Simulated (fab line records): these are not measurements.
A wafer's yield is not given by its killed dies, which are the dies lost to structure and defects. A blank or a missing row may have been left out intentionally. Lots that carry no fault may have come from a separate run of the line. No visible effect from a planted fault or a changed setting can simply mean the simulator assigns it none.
fab line records	flow nand_harc
[record] lots = 13	wafers = 39	last_day = 34
route steps=1302 shown P_ZERO_WELL@17 P_STI@85
lots that met no fault: taken from a fault-free run of the same line
start_h: hours from the record's opening day to when the first of the lot's shown wafers began	wait_h: hours since the lot's step before	" as in the row above	L1.1+2: a single row standing in for several wafers	- either no value or no given start	* or withheld: withheld	< > ~ a bound
route shown NAME@n: names a module that has steps shown in the file, with the first one's number in the route	usual: mean/standard deviation taken from wafers without a fault	same: alike in all rows	chamber/n: place in a boat	sites: per-site readings	_std_site: standard deviation of those values	_edge_site: inner sites' mean taken away from outer sites' mean	radius_mm: for every site, how far away it sits from the centre of the wafer	mask NAME#n: copy n	behind: the most recent tool/chamber to have shaped the wafer	hold: the reason the lot was held/the length of the hold in hours/how it ended	device: the n, p or np transistor that did not switch	end of line: tests run on the same wafers once the route is complete	a step without rows: its recipe alone	killed: the dies lost at the first sort to structure and to defects; this is not the yield of the wafer	map: dies across one wafer; x = killed, . = not, _ = none there
set.NAME: the setting that was run; set.NAME@STEP: the one run at that earlier step	model.NAME: the simulator's own value behind a step, which no gauge read
a sample of lots followed through the steps of the route, with each step as a table and each wafer as a row
services: when a tool's chamber went out of use (start_h, in hours from the record's first day, below 0 if earlier), for how many hours, and the reason
[[steps]]
[step NHARC_P_ZERO_WELL_ETCH_65]
[recipe] target_depth_a = 800	overetch_a = 240	time_s = 87.88	ion_energy_ev = 200	n2_flow_sccm = 150	h2_flow_sccm = 150	ar_flow_sccm = 0	rf_w = 400	bias_w = 150	chemistry = N2/H2
[usual] drypump_motor_current_A = 5.8/0.48	h2_flow_sccm = 149.9/0.41	oes_product_au = 1.000/0.016	rf_vpp_V = 431/3.1	showerhead_plenum_p_Torr = 2.04/0.1	throttle_valve_pct = 14.171/0.0092
lot.wafer	tool	chamber	start_h	wait_h	drypump_motor_current_A	h2_flow_sccm	oes_product_au	rf_hours_counter_h	rf_vpp_V	showerhead_plenum_p_Torr	throttle_valve_pct
L951.4	rie_diel-05	3	21.37	0.1	5.2	149.7	1.008	43	429	1.99	14.161
L951.2	"	0	"	"	5.4	149.5	1.001	29	432	2.12	14.195
L951.5	"	2	"	"	6.7	149.4	1.007	-	432	2.06	14.172
L952.2	rie_diel-09	0	31.35	0.1	6.0	150.0	1.005	15	427	1.98	14.178
L952.3	"	1	"	"	6.2	149.8	0.986	16	435	2.21	14.154
L952.6	"	1	"	"	6.2	150.6	0.998	-	436	2.21	14.176
L953.1	rie_diel-09	3	41.62	0.1	5.8	150.2	0.970	18	432	2.10	14.189
L953.2	"	0	"	"	6.0	150.1	1.002	18	430	1.98	14.186
L953.3	"	1	"	"	6.2	149.2	0.980	19	435	2.21	14.164
L954.1	rie_diel-12	2	51.37	0.1	5.6	150.0	1.018	40	434	2.12	14.171
L954.4	"	3	"	"	5.1	149.8	1.016	33	429	1.97	14.181
L954.5	"	3	"	"	5.0	150.0	1.013	-	428	1.97	14.172
L955.4	rie_diel-12	3	61.50	0.1	5.1	149.7	1.010	37	428	1.97	14.178
L955.2	"	0	"	"	6.0	150.0	1.006	36	435	2.21	14.178
L955.6	"	2	"	"	5.6	149.5	1.004	-	433	2.12	14.162
L956.4	rie_diel-09	0	71.53	0.1	6.0	150.1	1.004	23	431	1.98	14.169
L956.1	"	1	"	"	6.2	149.7	0.989	29	436	2.21	14.170
L956.2	"	2	"	"	6.1	150.4	0.981	28	426	1.88	14.156
L957.1	rie_diel-05	0	81.49	0.1	5.4	150.0	1.011	7	433	2.11	14.163
L957.2	"	1	"	"	5.3	149.8	1.009	6	430	1.98	14.183
L957.6	"	0	"	"	5.4	149.7	1.010	-	432	2.11	14.153
L959.4	rie_diel-05	1	101.52	0.1	5.3	150.4	1.010	8	430	1.98	14.169
L959.5	"	2	"	"	6.7	150.6	1.028	-	431	2.05	14.154
L959.6	"	3	"	"	5.3	150.6	0.989	-	429	1.99	14.171
L968.2	rie_diel-09	3	191.40	0.1	5.8	149.2	0.971	14	434	2.08	14.158
L968.4	"	1	"	"	6.2	149.8	1.006	12	436	2.19	14.170
L968.5	"	3	"	"	5.8	149.3	0.976	-	432	2.08	14.188
L969.1	rie_diel-09	3	201.49	0.1	5.8	149.6	0.981	18	431	2.08	14.186
L969.2	"	1	"	"	6.2	149.5	0.995	17	434	2.19	14.165
L969.4	"	2	"	"	6.1	150.0	0.971	18	436	2.21	14.172
L970.4	rie_diel-05	0	211.51	0.1	5.4	150.0	1.021	46	431	2.10	14.181
L970.3	"	1	"	"	5.3	149.5	1.001	49	430	1.97	14.179
L970.5	"	0	"	"	5.4	150.5	1.025	-	432	2.10	14.177
L971.3	rie_diel-12	2	221.47	0.1	5.7	150.3	0.983	42	433	2.10	14.178
L971.1	"	0	"	"	6.1	150.1	0.988	40	435	2.19	14.182
L971.4	"	1	"	"	5.2	150.1	1.011	40	425	1.88	14.174
L974.2	rie_diel-09	0	251.63	0.1	6.0	149.7	0.990	34	429	1.96	14.172
L974.4	"	3	"	"	5.8	150.3	0.974	32	432	2.08	14.176
L974.6	"	0	"	"	6.0	149.1	0.986	-	427	1.96	14.165
[step NHARC_P_ZERO_WELL_CD_MEAS_24]
[recipe] target_cd_nm = 720	landing_energy_ev = 500
[usual] cd_nm = 720.7/2.1
lot.wafer	tool	chamber	start_h	wait_h	cd_nm
L951.2	cd_sem-02	0	22.45	-	720.6
L951.4	"	0	"	"	721.0
L951.5	"	0	"	"	720.3
L952.2	cd_sem-01	0	32.34	-	720.1
L952.3	"	0	"	"	722.5
L952.6	"	0	"	"	722.3
L953.1	cd_sem-01	0	42.72	-	719.6
L953.2	"	0	"	"	720.2
L953.3	"	0	"	"	722.5
L954.1	cd_sem-03	0	52.46	-	718.6
L954.4	"	0	"	"	719.0
L954.5	"	0	"	"	720.2
L955.2	cd_sem-02	0	62.51	-	718.3
L955.4	"	0	"	"	719.5
L955.6	"	0	"	"	720.8
L956.1	cd_sem-02	0	72.52	-	722.4
L956.2	"	0	"	"	721.6
L956.4	"	0	"	"	726.4
L957.1	cd_sem-03	0	82.58	-	718.7
L957.2	"	0	"	"	713.8
L957.6	"	0	"	"	721.8
L959.4	cd_sem-01	0	102.61	-	722.2
L959.5	"	0	"	"	722.8
L959.6	"	0	"	"	723.0
L968.2	cd_sem-02	0	192.51	-	721.1
L968.4	"	0	"	"	720.0
L968.5	"	0	"	"	718.2
L969.1	cd_sem-03	0	202.48	-	725.4
L969.2	"	0	"	"	720.4
L969.4	"	0	"	"	722.6
L970.3	cd_sem-02	0	215.27	-	719.7
L970.4	"	0	"	"	720.6
L970.5	"	0	"	"	722.4
L971.1	cd_sem-03	0	222.46	-	720.5
L971.3	"	0	"	"	722.7
L971.4	"	0	"	"	720.1
L974.2	cd_sem-01	0	253.46	-	717.6
L974.4	"	0	"	"	719.4
L974.6	"	0	"	"	718.6
[step NHARC_P_ZERO_WELL_IMPLANT_40]
[recipe] energy_kev = 300	dose_cm2 = 1e+13	tilt_deg = 7
[usual] dose_ions_cm2 = 9.999e+12/1e+10	faraday_current_uA = 126.6/2.2
lot.wafer	tool	chamber	start_h	wait_h	dose_ions_cm2	faraday_current_uA
L951.2	implanter-01	0	24.31	0.1	9.994e+12	128.1
L951.4	"	0	"	"	9.984e+12	129.7
L951.5	"	0	"	"	9.994e+12	126.4
L952.2	implanter-02	0	34.32	0.1	1.0004e+13	120.3
L952.3	"	0	"	"	1e+13	129.4
L952.6	"	0	"	"	9.995e+12	127.9
L953.1	implanter-01	0	44.82	0.1	9.978e+12	126.0
L953.2	"	0	"	"	9.998e+12	126.0
L953.3	"	0	"	"	9.985e+12	127.0
L954.1	implanter-01	0	56.22	0.1	1.0005e+13	127.9
L954.4	"	0	"	"	9.998e+12	126.6
L954.5	"	0	"	"	9.989e+12	122.4
L955.2	implanter-02	0	64.48	0.1	1.0011e+13	127.5
L955.4	"	0	"	"	9.995e+12	129.3
L955.6	"	0	"	"	1.0011e+13	127.0
L956.1	implanter-01	0	74.44	0.1	1.001e+13	121.1
L956.2	"	0	"	"	1.0013e+13	128.9
L956.4	"	0	"	"	1.0016e+13	124.9
L957.1	implanter-01	0	84.71	0.3	1.0019e+13	124.2
L957.2	"	0	"	"	1.0003e+13	127.4
L957.6	"	0	"	"	1.0007e+13	127.8
L959.4	implanter-02	0	104.66	0.2	1.0013e+13	127.6
L959.5	"	0	"	"	1.0023e+13	126.8
L959.6	"	0	"	"	1.0002e+13	130.4
L968.2	implanter-01	0	196.13	0.1	1.0019e+13	128.4
L968.4	"	0	"	"	1.0001e+13	128.3
L968.5	"	0	"	"	9.999e+12	125.6
L969.1	implanter-02	0	205.15	0.1	7.135e+12	91.8
L969.2	"	0	"	"	7.147e+12	90.8
L969.4	"	0	"	"	7.135e+12	91.4
L970.3	implanter-02	0	217.13	0.2	7.152e+12	90.3
L970.4	"	0	"	"	7.159e+12	90.4
L970.5	"	0	"	"	7.148e+12	90.6
L971.1	implanter-01	0	224.31	0.1	1.0007e+13	121.4
L971.3	"	0	"	"	9.992e+12	127.4
L971.4	"	0	"	"	1.0021e+13	127.5
L974.2	implanter-01	0	255.40	0.1	1.0017e+13	126.8
L974.4	"	0	"	"	1.0008e+13	130.7
L974.6	"	0	"	"	1.0008e+13	130.3
[step NHARC_P_STI_INSPECT_11]
[usual] raw_defect_count = 5.4/2.8
lot.wafer	tool	chamber	start_h	wait_h	raw_defect_count
L951.2	defect_inspect-01	-	51.06	0.0	5
L951.4	"	-	"	"	11
L951.5	"	-	"	"	4
L952.2	defect_inspect-01	-	56.19	0.0	9
L952.3	"	-	"	"	4
L952.6	"	-	"	"	6
L953.1	defect_inspect-02	-	65.60	0.0	7
L953.2	"	-	"	"	3
L953.3	"	-	"	"	3
L954.1	defect_inspect-01	-	75.00	0.0	6
L954.4	"	-	"	"	3
L954.5	"	-	"	"	7
L955.2	defect_inspect-02	-	85.44	0.0	3
L955.4	"	-	"	"	5
L955.6	"	-	"	"	8
L956.1	defect_inspect-02	-	95.95	0.0	6
L956.2	"	-	"	"	3
L956.4	"	-	"	"	6
L957.1	defect_inspect-02	-	105.45	0.0	5
L957.2	"	-	"	"	6
L957.6	"	-	"	"	4
L959.4	defect_inspect-02	-	124.23	0.0	14
L959.5	"	-	"	"	6
L959.6	"	-	"	"	6
L968.2	defect_inspect-01	-	217.88	0.0	4
L968.4	"	-	"	"	3
L968.5	"	-	"	"	3
L969.1	defect_inspect-02	-	226.85	0.0	9
L969.2	"	-	"	"	11
L969.4	"	-	"	"	7
L970.3	defect_inspect-02	-	237.76	0.0	9
L970.4	"	-	"	"	8
L970.5	"	-	"	"	1
L971.1	defect_inspect-01	-	245.07	0.0	4
L971.3	"	-	"	"	5
L971.4	"	-	"	"	3
L974.2	defect_inspect-02	-	274.50	0.0	2
L974.4	"	-	"	"	2
L974.6	"	-	"	"	4
[[services]]
tool	chamber	start_h	hours	kind
rie_diel-09	0	-0.40	-	clean
rie_diel-09	1	-0.40	-	clean
rie_diel-09	2	-0.40	-	clean
rie_diel-09	3	-0.40	-	clean
rie_diel-12	1	14.45	1.6	repair
rie_diel-05	0	30.82	14.0	repair
rie_diel-05	-	33.89	0.3	repair
rie_diel-09	0	49.60	10.6	repair
rie_diel-05	-	52.60	9.0	pm
rie_diel-12	0	57.83	2.0	repair
implanter-02	-	77.21	2.6	repair
rie_diel-09	2	84.64	2.5	repair
rie_diel-12	-	92.93	9.0	pm
rie_diel-05	0	101.58	3.2	repair
implanter-02	-	125.10	2.1	repair
rie_diel-09	-	143.12	9.0	pm
implanter-02	-	146.00	13.0	pm
rie_diel-12	2	147.36	13.4	repair
implanter-02	-	159.96	4.1	repair
implanter-02	-	165.08	2.8	repair
rie_diel-12	2	178.74	2.1	repair
rie_diel-05	0	199.76	1.3	repair
implanter-01	-	209.55	6.4	repair
rie_diel-05	-	229.60	9.0	pm
[[key]]
[first_sign] step = NHARC_P_ZERO_WELL_IMPLANT_40	reading = dose_ions_cm2	direction = down	sigmas = 99+	usual = 9.999e+12	struck = 7.146e+12
[effect] step = NHARC_P_ZERO_WELL_IMPLANT_40	reading = faraday_current_uA	direction = down	sigmas = 16	usual = 126.6	struck = 90.9
met_at NHARC_P_ZERO_WELL_IMPLANT_40
struck_lots L969,L970
tester_left_out L969,L970
not_acting_at NHARC_P_ZERO_WELL_ETCH_65,NHARC_P_ZERO_WELL_CD_MEAS_24,NHARC_P_STI_INSPECT_11
onset_between 104.66 205.15
[fault] kind = process_parameter_drift	tool = implanter-02	chamber = -	onset_h = 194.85	steps = NHARC_P_ZERO_WELL_IMPLANT_40	channel = dose_cm2	offset = -2.8542e+12	shape = step	end_h = 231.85	acts_in = these_recipes_only	stated = 1e+13
// tester_left_out: of these lots the tester's yield and bins aren't shown, on N5 and GAA mostly nor the transistor test; their killed dies are dies lost to structure and defects alone, not to doping, threshold or leakage, so they don't give the yield
